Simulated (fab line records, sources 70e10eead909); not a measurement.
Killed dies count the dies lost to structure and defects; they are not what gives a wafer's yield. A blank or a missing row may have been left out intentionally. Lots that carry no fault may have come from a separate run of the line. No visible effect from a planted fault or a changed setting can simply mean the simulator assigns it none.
Struck lot and sound lot, side by side | flow nand-harc | 14 steps out of a route of 1159
Sound: these wafers, L265.3, L265.4, L265.6. Wafers struck: L271.1, L271.5, L271.6. At the end, the cause is stated.
For every step that has rows: the tool of each side, followed by ch and its chambers, followed by its first start. Under that, the readings that differ: sound wafers | struck wafers | difference of the means | sigmas: that difference in standard deviations of wafers without a fault.
alike: same words and numbers on both sides, and readings whose means sit less than 2 such deviations apart. not compared: any withheld reading, any reading some wafer has no value for, any bound like >300 that may hide the same value, and any number with overlapping values for which the record gives no deviation.
A row with sigmas, a row that says differs or no value, or rows on one side alone: a step with any of these is where the two part. Non-overlapping numbers with no deviation appear without sigmas and do not part them. Lack of a reading on every wafer of one side parts them only where that side has two or more wafers.

first, 1 step without rows for these wafers: NHARC_P_ZERO_WELL_HARDBAKE_25 (time 80 s).
NHARC_P_ZERO_WELL_DESCUM_26: chemistry O2, time 3 s.
  sound on rie-diel-07 ch 0,1,3, day 2 02:39; struck on rie-diel-01 ch 0,1, day 3 14:49
  alike: drypump-motor-current-A, oes-product-au, rf-vpp-V, showerhead-plenum-p-Torr, throttle-valve-pct
  not compared: rf-hours-counter-h
then, 10 steps without rows for these wafers: NHARC_P_ZERO_WELL_IMPLANT_27; NHARC_P_ZERO_WELL_IMPLANT_57; NHARC_P_ZERO_WELL_IMPLANT_58; NHARC_P_ZERO_WELL_STRIP_28 (strips in SPM, time 840 s); NHARC_P_ZERO_WELL_DEHYDRATE_29 (time 120 s); NHARC_P_ZERO_WELL_HMDS_30 (time 30 s); NHARC_P_ZERO_WELL_COAT_31; NHARC_P_ZERO_WELL_SOFTBAKE_32 (time 95 s); NHARC_P_ZERO_WELL_EBR_33; NHARC_P_ZERO_WELL_EXPOSE_34 (exposes mask P PWELL, target cd 720 nm).
NHARC_P_ZERO_WELL_PEB_35: peb time 85 s.
  sound on litho-track-07 ch 0, day 2 03:53; struck on litho-track-07, day 3 16:13
  no value came back on the struck wafers for chill-plate-temp-C (C), exhaust-pa (Pa), peb-time-s (s), resist-line-temp-C (C); on the sound wafers chill-plate-temp-C (C) reads 22.93 22.96 23.02
then, 1 step without rows for these wafers: NHARC_P_ZERO_WELL_DEVELOP_36 (time 70 s).

## WHERE THEY PART
Only at NHARC_P_ZERO_WELL_PEB_35, as far as this record shows.

WHY: whatever the simulator had introduced
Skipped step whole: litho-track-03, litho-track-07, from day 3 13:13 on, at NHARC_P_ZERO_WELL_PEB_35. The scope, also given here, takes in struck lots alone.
